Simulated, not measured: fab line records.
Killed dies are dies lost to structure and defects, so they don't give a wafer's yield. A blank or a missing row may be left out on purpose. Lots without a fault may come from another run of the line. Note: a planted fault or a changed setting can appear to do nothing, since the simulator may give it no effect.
Code-filled problem report in 8D (eight disciplines) form | flow nandHarc | the parts of the form that need people (team, actions taken, sign-off) are left out

## 1. WHAT IS WRONG
killedAtArray at NHARC_END_SORT_01 reads a mean of 674 on 3 wafers of 3 lots; wafers without a fault read 29 with a standard deviation of 10. That is +64 standard deviations from the usual mean.
Seen first at day 22 19:11 on prober-01, wafer L689.3. The record holds 9 wafers of 3 lots with a number at this step. By rule, "out" or "out of limits" means more than 4 standard deviations away from the usual mean. Any other wafer with a number is counted as sound.

## 2. WHAT IT IS; WHAT IT IS NOT
question                    | is                        | is not
which readings at this step | killedAtArray, killedDies | killedAtOther, killedAtPeriphery, killedShort
which lots                  | L689, L690, L694          | -
which wafers of those lots  | L689.3, L690.5, L694.3    | L689.2, L689.6, L690.1, L690.6, L694.1, L694.4
read on which gauges        | prober-01, prober-02      | -
when                        | from day 22 19:11         | up to then (1 sound wafer); but 5 sound wafers of L689, L690, L694 came after

## 3. SUSPECTS, AND WHAT RULES EACH OUT
Counting: a tool at a process step up to the reading stays a suspect if it ran every lot that is out. Sound lots after the first of them don't rule it out here, since some wafers of a struck lot are sound.
- ruled out: the gauge at NHARC_END_SORT_01. Those wafers that are out were read across 2 gauges (prober-01, prober-02).
- aldMetal-02 at NHARC_A_WL_FILL_ALD_19 (deposits TiN, target thk 2 nm, pulse time 3 s, ald cycles 100): kept. It ran every lot that is out, first L689 (day 18 21:05).
Remaining after the count: aldMetal-02 at NHARC_A_WL_FILL_ALD_19.

## 4. THE CAUSE (what the simulator had put in)
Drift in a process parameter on aldMetal-02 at NHARC_A_WL_FILL_ALD_19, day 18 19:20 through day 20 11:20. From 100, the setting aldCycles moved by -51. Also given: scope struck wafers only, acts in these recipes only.
Only this tool survived the counting.

## 5. THE EFFECT CHAIN, in route order
One row per reading whose mean, taken over the struck wafers that have a number, lies over 3 standard deviations from the usual. Only readings whose record carries a usual standard deviation are examined. hours: median over the lots of the time between each lot's start at the first step of this table that gives one and its start at this step. sigmas: the change, counted in usual standard deviations.
hours | step              | reading       | usual | on struck wafers | change | sigmas
0     | NHARC_END_SORT_01 | killedAtArray | 29    | 674              | +645   | +64
0     | NHARC_END_SORT_01 | killedDies    | 33    | 677              | +644   | +59

## 6. WHAT WOULD HAVE CAUGHT IT SOONER
The first out-of-limits reading at a measuring or inspecting step in this record came at day 22 19:11, 96 hours after the fault's start at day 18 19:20.
No tool reading at NHARC_A_WL_FILL_ALD_19 that has a usual standard deviation in the record was out on any struck wafer, so an alarm limit of 4 standard deviations on those readings would not have fired.
The start of NHARC_A_WL_FILL_ALD_19 on aldMetal-02 came by day 22 19:11 for every one of the lots that are out (3). None of them would have been spared by holding the tool at that moment.
